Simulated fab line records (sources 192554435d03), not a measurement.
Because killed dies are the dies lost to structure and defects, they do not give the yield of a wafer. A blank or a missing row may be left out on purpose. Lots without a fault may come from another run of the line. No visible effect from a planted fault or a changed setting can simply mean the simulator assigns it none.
Matching of chambers ; flow n5Finfet ; 4 sister chambers for N5_MOL_CONTACT_COAG_ETCH_89 on rieDiel-03
The step etches underlayer in N2/H2, target depth 13 nm, time 10.4 s. 20 wafers are shown with their chamber, then 10 later ones without.

## EACH WAFER AND ITS CHAMBER
wafer;chamber;showerheadPlenumPTorr (Torr);drypumpMotorCurrentA (A);throttleValvePct (%)
L077.2;3;2.41;6.0;17.97
L077.3;0;2.53;6.1;17.88
L077.6;0;2.53;6.1;17.86
L080.1;0;2.53;6.1;17.89
L080.5;3;2.41;6.0;18.01
L080.6;0;2.53;6.1;17.89
L082.1;0;2.53;6.1;17.89
L082.5;3;2.41;6.0;17.98
L082.6;2;2.43;5.9;17.72
L085.1;1;2.65;5.4;17.58
L085.4;3;2.41;6.0;18.03
L085.5;3;2.41;6.0;18.00
L088.3;1;2.65;5.5;17.58
L088.4;2;2.42;5.9;17.76
L088.5;2;2.42;5.9;17.78
L086.2;2;2.42;5.9;17.77
L086.3;3;2.40;6.0;18.02
L086.4;1;2.65;5.4;17.57
L090.2;1;2.65;5.4;17.59
L090.5;0;2.52;6.1;17.93

SIGNATURES (averages over the wafers above)
reading;chamber 0;chamber 1;chamber 2;chamber 3;scatter within a chamber
showerheadPlenumPTorr;2.5283;2.6500;2.4225;2.4083;0.00389
drypumpMotorCurrentA;6.100;5.425;5.900;6.000;0.0217
throttleValvePct;17.8900;17.5800;17.7575;18.0017;0.0217
Rule: a wafer's distance from a chamber is the root of the sum, over the readings, of the square of ((its reading less the chamber's mean) divided by the reading's scatter). The wafer belongs to the nearest chamber; if the next one is less than 2 further off, it can't be placed. The scatter: the root of (the sum of the squares of (reading less its chamber's mean) over the shown wafers, divided by (wafers less chambers)).

## WAFERS WITHOUT THEIR CHAMBER
wafer;showerheadPlenumPTorr (Torr);drypumpMotorCurrentA (A);throttleValvePct (%)
L090.6;2.40;6.0;18.05
L094.3;2.51;6.1;17.93
L094.4;2.41;5.9;17.81
L094.6;2.40;6.0;18.06
L095.4;2.41;5.9;17.80
L095.5;2.51;6.1;17.97
L095.6;2.64;5.4;17.61
L096.1;2.64;5.4;17.61
L096.2;2.40;6.0;18.06
L096.6;2.51;6.1;17.95

## THE CHAMBER EACH PASSED THROUGH
wafer;from the rows above;in truth
L090.6;3;3
L094.3;0;0
L094.4;2;2
L094.6;3;3
L095.4;2;2
L095.5;0;0
L095.6;1;1
L096.1;1;1
L096.2;3;3
L096.6;0;0
10 of 10 placed correctly. Not placeable from these rows: 0. 0 placed wrongly.
